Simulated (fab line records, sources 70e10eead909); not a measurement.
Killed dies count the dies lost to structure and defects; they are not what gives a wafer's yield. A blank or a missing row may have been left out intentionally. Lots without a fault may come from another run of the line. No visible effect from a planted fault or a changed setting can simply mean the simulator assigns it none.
The tool behind it: which one? -- flow nand_harc -- Sampling: 6 lots, 17 wafers, 5 of 1302 route steps

## WHAT THE GAUGES READ, wafer by wafer
NHARC_END_SORT_01.
lot,measured,on,defect_limited_yield (%)
L242,day 29 14:42,prober-02,92.3

## WHAT TOOL EACH LOT RAN ON (gives the tool, then ch and the chambers of the sampled wafers, and finally the start)
lot,NHARC_A_BLC_ETCH_18,NHARC_A_BLC_CMP_25,NHARC_A_M0_ETCH_34,NHARC_A_M0_DEGAS_28
L233,"rie_diel-12 ch 1,3, day 23 23:59 or earlier","cmp-04 ch 0,1,3, day 23 23:59","rie_diel-04 ch 2,3, day 24 01:34","pvd_sputter-03, day 24 02:25"
L242,"rie_diel-12 ch 0,3, day 27 16:09 or earlier","cmp-03 ch 1,3, day 27 16:09","rie_diel-04 ch 1,3, day 27 17:46","pvd_sputter-03, day 27 18:39"
L247,"rie_diel-06 ch 2,3, day 29 08:20 or earlier","cmp-03 ch 0,1,3, day 29 08:20","rie_diel-02 ch 0,1,2, day 29 10:24","pvd_sputter-03, day 29 11:18"
L249,"rie_diel-06 ch 2,3, day 30 05:35 or earlier","cmp-03 ch 1,3, day 30 05:35","rie_diel-02 ch 0,2,3, day 30 07:08","pvd_sputter-02, day 30 07:58"
L251,"rie_diel-12 ch 0,2,3, day 31 04:31 or earlier","cmp-04 ch 0,1,2, day 31 04:31","rie_diel-09 ch 1,2,3, day 31 06:04","pvd_sputter-03, day 31 06:55"
L254,"rie_diel-13 ch 0,1,3, day 32 14:27 or earlier","cmp-02 ch 1,2, day 32 14:27","rie_diel-04 ch 1,3, day 32 16:02","pvd_sputter-02, day 32 16:52"
- NHARC_A_BLC_ETCH_18: etches the open film in C4F8/O2/Ar, target depth 910 nm.
- NHARC_A_BLC_CMP_25: polishes, t overpolish 30 s, target thk 150 nm.
- NHARC_A_M0_ETCH_34: etches the open film in N2/H2, target depth 40 nm, overetch 12 nm, time 43.94 s.
- NHARC_A_M0_DEGAS_28: time 60 s.

## THE ANSWER, worked out from the rows above alone
Rule: usual is defined by the lots themselves. Put in order of their means at a reading, lots are off if they are a third of the lots or fewer, leave a main group of 4 or more, and stand apart from it by a gap of 3 or more times the standard deviation of the main group's means; of several such gaps the widest counts. The tables above print the reading to a certain number of digits; a main group whose means all agree to those digits is not used. A lot without any number at a reading at which 4 lots or more have one is off too. Any other lot the step has rows for is counted as sound.
Across all readings shown, no lot is off: no conclusion can be drawn from this.

## WHAT THE SIMULATOR HAD INSERTED
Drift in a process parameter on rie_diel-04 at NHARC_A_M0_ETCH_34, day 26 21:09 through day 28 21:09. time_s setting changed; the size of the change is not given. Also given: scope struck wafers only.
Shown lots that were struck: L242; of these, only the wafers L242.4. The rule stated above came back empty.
